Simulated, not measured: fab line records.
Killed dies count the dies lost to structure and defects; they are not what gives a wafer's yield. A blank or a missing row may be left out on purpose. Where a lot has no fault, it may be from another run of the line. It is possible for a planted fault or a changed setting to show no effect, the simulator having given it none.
Matching of chambers | flow nand harc | rie si-06 running NHARC_P_GATE_ETCH_32: 4 sister chambers
The step etches the open film in HBr/Cl2, target depth 150 nm, time 100.1 s. 18 wafers are shown with their chamber, then 9 later ones without.

EACH WAFER AND ITS CHAMBER
wafer  | chamber | drypump motor current A (A) | throttle valve pct (%) | bias w (W)
L076.4 | 2       | 4.8                         | 26.428                 | 100.07
L076.5 | 0       | 5.7                         | 26.408                 | 100.16
L076.6 | 1       | 5.8                         | 26.425                 | 99.85
L078.2 | 2       | 4.8                         | 26.410                 | 99.62
L078.4 | 3       | 6.4                         | 26.408                 | 99.61
L078.5 | 2       | 4.8                         | 26.391                 | 99.62
L079.4 | 0       | 5.8                         | 26.400                 | 100.25
L079.5 | 2       | 4.8                         | 26.403                 | 100.23
L079.6 | 3       | 6.4                         | 26.411                 | 99.83
L081.1 | 3       | 6.4                         | 26.415                 | 99.68
L081.3 | 2       | 4.8                         | 26.414                 | 100.05
L081.6 | 3       | 6.4                         | 26.405                 | 99.89
L085.1 | 2       | 4.8                         | 26.399                 | 99.69
L085.2 | 0       | 5.7                         | 26.393                 | 100.09
L085.5 | 0       | 5.7                         | 26.402                 | 100.18
L088.1 | 0       | 5.7                         | 26.412                 | 100.03
L088.5 | 3       | 6.4                         | 26.408                 | 100.17
L088.6 | 2       | 4.8                         | 26.408                 | 99.64

SIGNATURES (means of the wafers above)
reading                 | chamber 0 | chamber 1 | chamber 2 | chamber 3 | scatter within a chamber
drypump motor current A | 5.720     | 5.800     | 4.800     | 6.400     | 0.0239
throttle valve pct      | 26.40300  | 26.42500  | 26.40757  | 26.40940  | 0.00889
bias w                  | 100.1420  | 99.8500   | 99.8457   | 99.8360   | 0.212
Rule: a wafer lies at a distance from a chamber equal to the root of the sum of squares, over the readings, of (its reading less the chamber's mean, divided by the reading's scatter). The wafer belongs to the nearest chamber; if the next one is less than 2 further off, it can't be placed. The scatter: the root of (the sum of the squares of (reading less its chamber's mean) over the shown wafers, divided by (wafers less chambers)).

WAFERS WITH NO CHAMBER GIVEN
wafer  | drypump motor current A (A) | throttle valve pct (%) | bias w (W)
L094.2 | 5.8                         | 26.403                 | 99.65
L094.4 | 6.4                         | 26.404                 | 99.91
L094.5 | 5.8                         | 26.422                 | 100.17
L095.1 | 5.8                         | 26.432                 | 99.93
L095.4 | 6.4                         | 26.397                 | 99.96
L095.5 | 5.7                         | 26.407                 | 100.07
L096.2 | 5.8                         | 26.413                 | 100.07
L096.4 | 6.4                         | 26.406                 | 99.87
L096.5 | 5.8                         | 26.407                 | 100.31

THE CHAMBER EACH PASSED THROUGH
wafer  | from the rows above     | in truth
L094.2 | can't be placed: 1 or 0 | 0
L094.4 | 3                       | 3
L094.5 | 1                       | 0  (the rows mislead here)
L095.1 | 1                       | 1
L095.4 | 3                       | 3
L095.5 | 0                       | 0
L096.2 | can't be placed: 1 or 0 | 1
L096.4 | 3                       | 3
L096.5 | can't be placed: 1 or 0 | 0
5 of 9 placed correctly. Can't be placed from these rows: 3 (the true chamber is among the candidates in 3). 1 placed wrongly.
